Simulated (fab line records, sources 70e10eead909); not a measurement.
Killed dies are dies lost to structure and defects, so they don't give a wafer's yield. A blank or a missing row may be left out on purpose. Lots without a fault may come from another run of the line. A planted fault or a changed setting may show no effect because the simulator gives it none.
Which tool did it? | flow nand_harc | 24 lots, 72 wafers sampled, at 2 steps of a route of 1302

WHAT THE GAUGES READ, wafer by wafer
NHARC_A_CONTACT_CD_MEAS_42: target cd 300 nm.
lot  | measured     | on        | cd_nm (nm)
L074 | day 21 14:20 | cd_sem-01 | 300.3 300.2 300.3
L075 | day 21 15:22 | cd_sem-01 | 300.7 300.9 300.5
L077 | day 22 11:23 | cd_sem-03 | 300.5 300.6 300.4
L076 | day 22 13:28 | cd_sem-02 | 300.0 300.2 300.4
L078 | day 22 19:49 | cd_sem-02 | 299.6 300.3 300.3
L079 | day 23 03:05 | cd_sem-03 | 300.0 300.2 300.0
L080 | day 23 22:16 | cd_sem-02 | 298.9 299.8 299.9
L081 | day 23 22:26 | cd_sem-03 | 300.0 301.0 300.5
L082 | day 24 15:14 | cd_sem-03 | 299.8 300.7 300.1
L083 | day 25 03:43 | cd_sem-02 | 299.5 300.1 299.5
L084 | day 25 21:18 | cd_sem-02 | 300.5 300.3 300.0
L085 | day 26 02:41 | cd_sem-01 | 299.5 299.2 299.2
L086 | day 26 02:59 | cd_sem-01 | 299.5 300.1 299.4
L087 | day 26 17:22 | cd_sem-03 | 300.3 300.0 300.8
L089 | day 27 05:54 | cd_sem-01 | 300.2 299.5 300.1
L088 | day 27 15:26 | cd_sem-02 | 300.2 300.2 299.6
L091 | day 28 03:52 | cd_sem-03 | 299.3 299.3 299.5
L090 | day 28 14:05 | cd_sem-02 | 300.3 300.2 300.2
L092 | day 29 00:50 | cd_sem-03 | 301.0 300.7 300.6
L095 | day 29 14:23 | cd_sem-03 | 300.8 300.7 300.2
L093 | day 29 20:36 | cd_sem-01 | 299.8 299.4 299.6
L094 | day 29 21:06 | cd_sem-02 | 300.0 300.1 300.2
L096 | day 30 02:52 | cd_sem-02 | 299.7 300.0 299.7
L097 | day 30 23:08 | cd_sem-02 | 298.8 299.6 299.4

NHARC_A_CONTACT_INSPECT_44.
lot  | measured     | on                | raw_defect_count
L074 | day 21 14:28 | defect_inspect-02 | 21 11 21
L075 | day 21 15:29 | defect_inspect-02 | 133 167 145
L077 | day 22 11:31 | defect_inspect-01 | 110 114 105
L076 | day 22 13:35 | defect_inspect-02 | 75 73 70
L078 | day 22 19:56 | defect_inspect-01 | 65 68 62
L079 | day 23 03:12 | defect_inspect-02 | 124 126 135
L080 | day 23 22:23 | defect_inspect-02 | 54 61 68
L081 | day 23 22:34 | defect_inspect-01 | 86 62 68
L082 | day 24 15:22 | defect_inspect-02 | 28 33 18
L083 | day 25 03:51 | defect_inspect-02 | 132 125 141
L084 | day 25 21:26 | defect_inspect-02 | 73 56 61
L085 | day 26 02:49 | defect_inspect-02 | 102 114 123
L086 | day 26 03:07 | defect_inspect-01 | 29 32 43
L087 | day 26 17:29 | defect_inspect-01 | 80 90 69
L089 | day 27 06:01 | defect_inspect-02 | 65 105 94
L088 | day 27 15:34 | defect_inspect-01 | 151 140 159
L091 | day 28 03:59 | defect_inspect-01 | 73 78 88
L090 | day 28 14:13 | defect_inspect-02 | 93 108 110
L092 | day 29 00:57 | defect_inspect-02 | 61 66 67
L095 | day 29 14:31 | defect_inspect-02 | 32 35 30
L093 | day 29 20:44 | defect_inspect-02 | 73 93 61
L094 | day 29 21:14 | defect_inspect-01 | 98 106 89
L096 | day 30 02:59 | defect_inspect-01 | 67 88 72
L097 | day 30 23:16 | defect_inspect-01 | 26 22 17

WHICH TOOL RAN EACH LOT (tool, then ch and the chambers of the sampled wafers, then the start)
The record holds no process step before these readings.

WHAT THE TOOLS THEMSELVES READ (means of the sampled wafers that have a number; where no wafer has one, the mark that the record gives instead)
The record holds no such reading with a usual standard deviation.

THE ANSWER, worked out from the rows above alone
Rule: what is usual is taken from the lots themselves. Put in order of their means at a reading, lots are off if they are a third of the lots or fewer, leave a main group of 4 or more, and stand apart from it by a gap of 3 or more times the standard deviation of the main group's means; of several such gaps the widest counts. A main group whose means are all the same, to the digits that the tables above print for the reading, isn't used. A lot without any number at a reading at which 4 lots or more have one is off too. The other lots that the step has rows for count as sound. The gauges are gone through in route order, then the tools' own readings, and for those a lot's mean is taken as printed above. The first step at which some lot is off is used, and at that step the reading that is off furthest; a lot without a number counts as furthest.
No lot is off at any reading shown: from this, nothing can be told.

WHAT THE SIMULATOR HAD PUT IN
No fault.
